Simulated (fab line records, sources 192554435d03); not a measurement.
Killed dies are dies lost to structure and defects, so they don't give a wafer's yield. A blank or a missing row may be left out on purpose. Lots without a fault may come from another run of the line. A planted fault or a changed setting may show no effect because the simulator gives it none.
Which tool did it? | flow n5_finfet | 22 lots, 66 wafers sampled, at 6 steps of a route of 1938

WHAT THE GAUGES READ, wafer by wafer
N5_BEOL_M6_INSPECT_58: inspects for defects (darkfield).
lot  | measured     | on                | raw_defect_count
L074 | day 8 06:59  | defect_inspect-01 | 127 99 114
L077 | day 8 23:47  | defect_inspect-02 | 85 124 77
L075 | day 9 13:50  | defect_inspect-02 | 60 77 75
L078 | day 9 17:14  | defect_inspect-02 | 71 54 101
L076 | day 9 23:10  | defect_inspect-02 | 57 52 72
L080 | day 10 07:50 | defect_inspect-02 | 59 101 66
L079 | day 10 10:17 | defect_inspect-01 | 77 91 50
L081 | day 11 10:39 | defect_inspect-01 | 107 77 119
L083 | day 11 12:55 | defect_inspect-02 | 48 55 47
L084 | day 11 14:09 | defect_inspect-01 | 57 76 86
L082 | day 11 14:35 | defect_inspect-01 | 89 80 119
L085 | day 11 16:14 | defect_inspect-02 | 49 74 69
L086 | day 12 03:10 | defect_inspect-01 | 101 67 114
L087 | day 12 11:41 | defect_inspect-01 | 59 113 82
L089 | day 12 14:04 | defect_inspect-01 | 135 96 85
L090 | day 12 23:23 | defect_inspect-01 | 72 83 88
L092 | day 13 18:46 | defect_inspect-02 | 98 61 72
L093 | day 13 20:11 | defect_inspect-01 | 88 104 71
L094 | day 13 20:45 | defect_inspect-01 | 90 91 80
L095 | day 14 07:58 | defect_inspect-01 | 102 115 114
L096 | day 14 10:41 | defect_inspect-01 | 56 89 94
L097 | day 14 17:23 | defect_inspect-01 | 66 66 53

WHICH TOOL RAN EACH LOT (tool, then ch and the chambers of the sampled wafers, then the start)
lot  | N5_BEOL_M6_ETCH_62                 | N5_BEOL_M6_ETCH_72                 | N5_BEOL_M6_STRIP_36                | N5_BEOL_M6_PRE_CLEAN_45      | N5_BEOL_M6_ALD_77
L074 | rie_diel-03 ch 0,1,2, day 8 02:35  | rie_diel-01 ch 0,1,3, day 8 03:44  | rie_diel-01 ch 0,1,3, day 8 03:56  | pvd_sputter-03, day 8 05:26  | ald_metal-01 ch 1,2,3, day 8 05:30
L077 | rie_diel-03 ch 2,3, day 8 18:31    | rie_diel-03 ch 0,3, day 8 20:48    | rie_diel-03 ch 0,3, day 8 21:00    | pvd_sputter-03, day 8 22:15  | ald_metal-03 ch 2,3, day 8 22:19
L075 | rie_diel-01 ch 1,2,3, day 9 09:41  | rie_diel-01 ch 0,1,3, day 9 11:01  | rie_diel-01 ch 0,1,3, day 9 11:13  | pvd_sputter-01, day 9 12:13  | ald_metal-03 ch 0,2, day 9 12:16
L078 | rie_diel-03 ch 0,1,2, day 9 11:55  | rie_diel-01 ch 0,2,3, day 9 12:56  | rie_diel-01 ch 0,2,3, day 9 13:07  | pvd_sputter-02, day 9 15:44  | ald_metal-03 ch 0,2,3, day 9 15:48
L076 | rie_diel-03 ch 1,2, day 9 16:35    | rie_diel-04 ch 0,2, day 9 18:42    | rie_diel-04 ch 0,2, day 9 18:53    | pvd_sputter-01, day 9 19:45  | ald_metal-04 ch 0,2,3, day 9 19:49
L080 | rie_diel-04 ch 1,3, day 10 02:13   | rie_diel-03 ch 0,2, day 10 04:41   | rie_diel-03 ch 0,2, day 10 04:53   | pvd_sputter-02, day 10 05:43 | ald_metal-03 ch 2,3, day 10 05:47
L079 | rie_diel-03 ch 1,2, day 10 06:07   | rie_diel-03 ch 0,1, day 10 07:37   | rie_diel-03 ch 0,1, day 10 07:49   | pvd_sputter-01, day 10 08:35 | ald_metal-04 ch 1,3, day 10 08:39
L081 | rie_diel-01 ch 0,3, day 11 01:35   | rie_diel-04 ch 1,2, day 11 06:32   | rie_diel-04 ch 1,2, day 11 06:44   | pvd_sputter-03, day 11 07:29 | ald_metal-04 ch 2,3, day 11 07:32
L083 | rie_diel-04 ch 2,3, day 11 07:34   | rie_diel-04 ch 1,2, day 11 09:58   | rie_diel-04 ch 1,2, day 11 10:10   | pvd_sputter-01, day 11 10:55 | ald_metal-04 ch 0,1,2, day 11 11:12
L084 | rie_diel-04 ch 1,3, day 11 07:49   | rie_diel-01 ch 0,1,3, day 11 10:04 | rie_diel-01 ch 0,1,3, day 11 10:16 | pvd_sputter-02, day 11 12:04 | ald_metal-03 ch 0,1,3, day 11 12:16
L082 | rie_diel-03 ch 1,2,3, day 11 10:54 | rie_diel-04 ch 1,2,3, day 11 11:48 | rie_diel-04 ch 1,2,3, day 11 11:59 | pvd_sputter-01, day 11 12:55 | ald_metal-03 ch 1,2,3, day 11 12:58
L085 | rie_diel-04 ch 1,2, day 11 11:12   | rie_diel-01 ch 0,1,2, day 11 12:04 | rie_diel-01 ch 0,1,2, day 11 12:16 | pvd_sputter-01, day 11 13:04 | ald_metal-04 ch 0,1,3, day 11 13:13
L086 | rie_diel-04 ch 1,2,3, day 11 22:13 | rie_diel-03 ch 0,2,3, day 12 00:08 | rie_diel-03 ch 0,2,3, day 12 00:19 | pvd_sputter-01, day 12 01:11 | ald_metal-01 ch 0,3, day 12 01:14
L087 | rie_diel-01 ch 0,2,3, day 12 06:48 | rie_diel-03 ch 0,2,3, day 12 08:58 | rie_diel-03 ch 0,2,3, day 12 09:10 | pvd_sputter-01, day 12 09:55 | ald_metal-04 ch 0,2,3, day 12 10:03
L089 | rie_diel-01 ch 1,2,3, day 12 09:49 | rie_diel-01 ch 0,1,3, day 12 10:44 | rie_diel-01 ch 0,1,3, day 12 10:56 | pvd_sputter-03, day 12 12:28 | ald_metal-04 ch 0,2,3, day 12 12:31
L090 | rie_diel-03 ch 1,2,3, day 12 18:38 | rie_diel-03 ch 0,2,3, day 12 20:49 | rie_diel-03 ch 0,2,3, day 12 21:01 | pvd_sputter-01, day 12 21:53 | ald_metal-03 ch 0,2,3, day 12 21:57
L092 | rie_diel-04 ch 1,3, day 13 06:18   | rie_diel-01 ch 1,2,3, day 13 14:10 | rie_diel-01 ch 1,2,3, day 13 14:22 | pvd_sputter-03, day 13 15:08 | ald_metal-03 ch 1,2, day 13 15:12
L093 | rie_diel-04 ch 0,1, day 13 14:41   | rie_diel-01 ch 1,2,3, day 13 16:37 | rie_diel-01 ch 1,2,3, day 13 16:49 | pvd_sputter-01, day 13 17:48 | ald_metal-01 ch 0,1, day 13 17:52
L094 | rie_diel-03 ch 1,2, day 13 14:50   | rie_diel-03 ch 0,2,3, day 13 16:49 | rie_diel-03 ch 0,2,3, day 13 17:01 | pvd_sputter-01, day 13 17:53 | ald_metal-03 ch 0,1,3, day 13 17:56
L095 | rie_diel-01 ch 0,2,3, day 14 03:48 | rie_diel-03 ch 0,1,2, day 14 04:53 | rie_diel-03 ch 0,1,2, day 14 05:05 | pvd_sputter-01, day 14 06:08 | ald_metal-04 ch 0,1,3, day 14 06:13
L096 | rie_diel-04 ch 0,1,3, day 14 05:31 | rie_diel-03 ch 0,1,3, day 14 06:22 | rie_diel-03 ch 0,1,3, day 14 06:34 | pvd_sputter-01, day 14 07:26 | ald_metal-01 ch 2,3, day 14 07:44
L097 | rie_diel-01 ch 1,2,3, day 14 10:13 | rie_diel-04 ch 0,1,2, day 14 14:25 | rie_diel-04 ch 0,1,2, day 14 14:37 | pvd_sputter-03, day 14 15:44 | ald_metal-04 ch 0,1,3, day 14 15:48
- N5_BEOL_M6_ETCH_62: etches SOC in N2/H2, target depth 110 nm, overetch 22 nm, time 165 s.
- N5_BEOL_M6_ETCH_72: etches underlayer in N2/H2, target depth 6.5 nm, time 5.2 s.
- N5_BEOL_M6_STRIP_36: strips in N2/H2.
- N5_BEOL_M6_PRE_CLEAN_45: time 30 s.
- N5_BEOL_M6_ALD_77: deposits TaN, target thk 2 nm, pulse time 2 s, purge time 3 s.

WHAT THE TOOLS THEMSELVES READ (means of the sampled wafers that have a number; where no wafer has one, the mark that the record gives instead)
N5_BEOL_M6_ETCH_62.
lot  | tool        | bias_w (W) | drypump_motor_current_A (A) | n2_flow_sccm (sccm) | oes_product_au (a.u.) | rf_vpp_V (V) | showerhead_plenum_p_Torr (Torr) | throttle_valve_pct (%)
L074 | rie_diel-03 | 150.1      | 5.8                         | 200.0               | 0.60                  | 524.0        | 2.56                            | 18.03
L077 | rie_diel-03 | 150.2      | 6.0                         | 200.4               | 0.60                  | 523.4        | 2.51                            | 17.95
L075 | rie_diel-01 | 150.1      | 6.2                         | 200.1               | 0.65                  | 524.2        | 2.55                            | 17.96
L078 | rie_diel-03 | 149.6      | 5.8                         | 200.5               | 0.67                  | 524.3        | 2.55                            | 17.89
L076 | rie_diel-03 | 149.4      | 5.9                         | 199.7               | 0.74                  | 522.6        | 2.51                            | 17.90
L080 | rie_diel-04 | 150.0      | 6.0                         | 200.0               | 0.74                  | 524.0        | 2.55                            | 17.83
L079 | rie_diel-03 | 150.2      | 5.9                         | 199.4               | 0.73                  | 523.9        | 2.51                            | 17.90
L081 | rie_diel-01 | 150.0      | 6.3                         | 199.8               | 0.71                  | 526.5        | 2.65                            | 17.91
L083 | rie_diel-04 | 149.8      | 5.5                         | 199.4               | 0.65                  | 522.8        | 2.50                            | 17.97
L084 | rie_diel-04 | 150.0      | 6.0                         | 200.2               | 0.72                  | 523.5        | 2.54                            | 17.85
L082 | rie_diel-03 | 150.0      | 6.0                         | 200.5               | 0.73                  | 522.9        | 2.51                            | 17.80
L085 | rie_diel-04 | 150.1      | 5.5                         | 199.9               | 0.63                  | 524.9        | 2.60                            | 18.19
L086 | rie_diel-04 | 149.8      | 5.6                         | 200.0               | 0.66                  | 524.1        | 2.55                            | 18.02
L087 | rie_diel-01 | 150.3      | 6.1                         | 199.7               | 0.67                  | 524.9        | 2.59                            | 17.90
L089 | rie_diel-01 | 150.0      | 6.2                         | 199.3               | 0.63                  | 524.0        | 2.53                            | 18.00
L090 | rie_diel-03 | 149.7      | 6.0                         | 199.9               | 0.71                  | 522.4        | 2.50                            | 17.82
L092 | rie_diel-04 | 149.8      | 5.8                         | 200.3               | 0.66                  | 524.6        | 2.59                            | 18.05
L093 | rie_diel-04 | 150.0      | 5.6                         | 200.1               | 0.68                  | 525.5        | 2.59                            | 18.01
L094 | rie_diel-03 | 149.8      | 5.9                         | 200.1               | 0.70                  | 522.8        | 2.50                            | 17.95
L095 | rie_diel-01 | 150.0      | 6.1                         | 200.1               | 0.66                  | 525.4        | 2.59                            | 17.93
L096 | rie_diel-04 | 150.0      | 5.7                         | 200.0               | 0.70                  | 523.0        | 2.54                            | 17.85
L097 | rie_diel-01 | 149.9      | 6.2                         | 199.4               | 0.62                  | 523.4        | 2.53                            | 18.01

N5_BEOL_M6_ETCH_72.
lot  | tool        | bias_w (W) | drypump_motor_current_A (A) | etch_rf_on_time_s (s) | n2_flow_sccm (sccm) | oes_product_au (a.u.) | rf_vpp_V (V) | showerhead_plenum_p_Torr (Torr) | throttle_valve_pct (%)
L074 | rie_diel-01 | 150.2      | 6.4                         | 5.20                  | 199.7               | 0.70                  | 524.9        | 2.60                            | 18.00
L077 | rie_diel-03 | 150.8      | 5.9                         | 5.26                  | 200.0               | 0.59                  | 523.7        | 2.54                            | 17.93
L075 | rie_diel-01 | 150.3      | 6.4                         | 5.17                  | 199.8               | 0.69                  | 526.0        | 2.59                            | 18.02
L078 | rie_diel-01 | 149.9      | 6.1                         | 5.13                  | 200.3               | 0.71                  | 526.8        | 2.60                            | 17.89
L076 | rie_diel-04 | 149.9      | 5.2                         | 5.23                  | 200.2               | 0.60                  | 523.6        | 2.52                            | 18.09
L080 | rie_diel-03 | 149.4      | 5.6                         | 5.30                  | 200.9               | 0.58                  | 523.9        | 2.59                            | 17.96
L079 | rie_diel-03 | 150.0      | 5.8                         | 5.20                  | 200.3               | 0.73                  | 524.1        | 2.54                            | 17.88
L081 | rie_diel-04 | 149.8      | 5.5                         | 5.25                  | 199.7               | 0.63                  | 526.2        | 2.60                            | 18.20
L083 | rie_diel-04 | 149.9      | 5.5                         | 5.25                  | 199.7               | 0.62                  | 525.9        | 2.60                            | 18.21
L084 | rie_diel-01 | 150.2      | 6.4                         | 5.24                  | 200.0               | 0.68                  | 525.2        | 2.59                            | 18.04
L082 | rie_diel-04 | 149.5      | 5.6                         | 5.16                  | 199.6               | 0.67                  | 524.7        | 2.55                            | 18.02
L085 | rie_diel-01 | 150.3      | 6.3                         | 5.20                  | 200.5               | 0.65                  | 525.2        | 2.58                            | 18.00
L086 | rie_diel-03 | 150.3      | 5.8                         | 5.25                  | 200.3               | 0.75                  | 523.9        | 2.54                            | 17.70
L087 | rie_diel-03 | 149.9      | 5.8                         | 5.21                  | 200.4               | 0.75                  | 523.7        | 2.54                            | 17.70
L089 | rie_diel-01 | 149.9      | 6.4                         | 5.26                  | 200.1               | 0.67                  | 525.1        | 2.58                            | 18.07
L090 | rie_diel-03 | 150.1      | 5.8                         | 5.21                  | 200.3               | 0.73                  | 523.8        | 2.54                            | 17.73
L092 | rie_diel-01 | 150.4      | 6.2                         | 5.20                  | 199.8               | 0.63                  | 523.7        | 2.53                            | 18.05
L093 | rie_diel-01 | 150.0      | 6.2                         | 5.23                  | 200.1               | 0.63                  | 523.5        | 2.53                            | 18.05
L094 | rie_diel-03 | 150.1      | 5.8                         | 5.21                  | 200.1               | 0.72                  | 522.5        | 2.53                            | 17.72
L095 | rie_diel-03 | 150.2      | 5.8                         | 5.24                  | 199.4               | 0.71                  | 523.1        | 2.53                            | 17.85
L096 | rie_diel-03 | 149.6      | 5.9                         | 5.20                  | 200.0               | 0.78                  | 523.8        | 2.52                            | 17.66
L097 | rie_diel-04 | 150.5      | 5.4                         | 5.26                  | 199.5               | 0.66                  | 524.5        | 2.55                            | 18.03

N5_BEOL_M6_STRIP_36.
lot  | tool        | drypump_motor_current_A (A) | n2_flow_sccm (sccm) | oes_product_au (a.u.) | rf_vpp_V (V) | showerhead_plenum_p_Torr (Torr) | throttle_valve_pct (%)
L074 | rie_diel-01 | 6.4                         | 200.4               | 0.82                  | 59.3         | 2.60                            | 23.86
L077 | rie_diel-03 | 5.9                         | 199.5               | 0.69                  | 58.3         | 2.54                            | 23.67
L075 | rie_diel-01 | 6.4                         | 200.4               | 0.81                  | 59.2         | 2.59                            | 23.88
L078 | rie_diel-01 | 6.1                         | 200.2               | 0.82                  | 59.4         | 2.60                            | 23.73
L076 | rie_diel-04 | 5.3                         | 200.4               | 0.71                  | 57.5         | 2.51                            | 23.89
L080 | rie_diel-03 | 5.6                         | 200.2               | 0.69                  | 59.7         | 2.58                            | 23.68
L079 | rie_diel-03 | 5.8                         | 200.6               | 0.85                  | 60.0         | 2.54                            | 23.78
L081 | rie_diel-04 | 5.5                         | 199.8               | 0.73                  | 59.9         | 2.60                            | 24.03
L083 | rie_diel-04 | 5.5                         | 200.5               | 0.73                  | 60.5         | 2.60                            | 24.04
L084 | rie_diel-01 | 6.4                         | 199.7               | 0.78                  | 58.4         | 2.58                            | 23.91
L082 | rie_diel-04 | 5.6                         | 200.3               | 0.78                  | 59.6         | 2.55                            | 23.89
L085 | rie_diel-01 | 6.3                         | 199.5               | 0.76                  | 58.6         | 2.57                            | 23.84
L086 | rie_diel-03 | 5.8                         | 200.0               | 0.88                  | 57.3         | 2.54                            | 23.47
L087 | rie_diel-03 | 5.8                         | 200.2               | 0.87                  | 59.1         | 2.54                            | 23.47
L089 | rie_diel-01 | 6.4                         | 200.0               | 0.79                  | 59.0         | 2.58                            | 23.91
L090 | rie_diel-03 | 5.8                         | 200.1               | 0.86                  | 59.4         | 2.53                            | 23.48
L092 | rie_diel-01 | 6.2                         | 200.0               | 0.74                  | 59.1         | 2.53                            | 23.90
L093 | rie_diel-01 | 6.2                         | 200.2               | 0.73                  | 58.9         | 2.52                            | 23.90
L094 | rie_diel-03 | 5.8                         | 200.5               | 0.84                  | 58.9         | 2.53                            | 23.49
L095 | rie_diel-03 | 5.8                         | 200.9               | 0.83                  | 59.0         | 2.53                            | 23.66
L096 | rie_diel-03 | 5.9                         | 200.1               | 0.90                  | 57.9         | 2.52                            | 23.52
L097 | rie_diel-04 | 5.4                         | 200.8               | 0.78                  | 60.6         | 2.54                            | 23.90

N5_BEOL_M6_PRE_CLEAN_45.
lot  | tool           | heater_power_w (W)
L074 | pvd_sputter-03 | 312
L077 | pvd_sputter-03 | 324
L075 | pvd_sputter-01 | 301
L078 | pvd_sputter-02 | 336
L076 | pvd_sputter-01 | 308
L080 | pvd_sputter-02 | 335
L079 | pvd_sputter-01 | 320
L081 | pvd_sputter-03 | 327
L083 | pvd_sputter-01 | 321
L084 | pvd_sputter-02 | 336
L082 | pvd_sputter-01 | 330
L085 | pvd_sputter-01 | 329
L086 | pvd_sputter-01 | 297
L087 | pvd_sputter-01 | 303
L089 | pvd_sputter-03 | 335
L090 | pvd_sputter-01 | 304
L092 | pvd_sputter-03 | 326
L093 | pvd_sputter-01 | 334
L094 | pvd_sputter-01 | 329
L095 | pvd_sputter-01 | 311
L096 | pvd_sputter-01 | 305
L097 | pvd_sputter-03 | 326

N5_BEOL_M6_ALD_77.
lot  | tool         | heater_power_w (W)
L074 | ald_metal-01 | 427
L077 | ald_metal-03 | 460
L075 | ald_metal-03 | 385
L078 | ald_metal-03 | 417
L076 | ald_metal-04 | 406
L080 | ald_metal-03 | 461
L079 | ald_metal-04 | 437
L081 | ald_metal-04 | 376
L083 | ald_metal-04 | 435
L084 | ald_metal-03 | 421
L082 | ald_metal-03 | 426
L085 | ald_metal-04 | 449
L086 | ald_metal-01 | 413
L087 | ald_metal-04 | 406
L089 | ald_metal-04 | 413
L090 | ald_metal-03 | 417
L092 | ald_metal-03 | 396
L093 | ald_metal-01 | 457
L094 | ald_metal-03 | 419
L095 | ald_metal-04 | 453
L096 | ald_metal-01 | 428
L097 | ald_metal-04 | 448

THE ANSWER, worked out from the rows above alone
Rule: what is usual is taken from the lots themselves. Put in order of their means at a reading, lots are off if they are a third of the lots or fewer, leave a main group of 4 or more, and stand apart from it by a gap of 3 or more times the standard deviation of the main group's means; of several such gaps the widest counts. A main group whose means are all the same, to the digits that the tables above print for the reading, isn't used. A lot without any number at a reading at which 4 lots or more have one is off too. The other lots that the step has rows for count as sound. The gauges are gone through in route order, then the tools' own readings, and for those a lot's mean is taken as printed above. The first step at which some lot is off is used, and at that step the reading that is off furthest; a lot without a number counts as furthest.
No lot is off at any reading shown: from this, nothing can be told.

WHAT THE SIMULATOR HAD PUT IN
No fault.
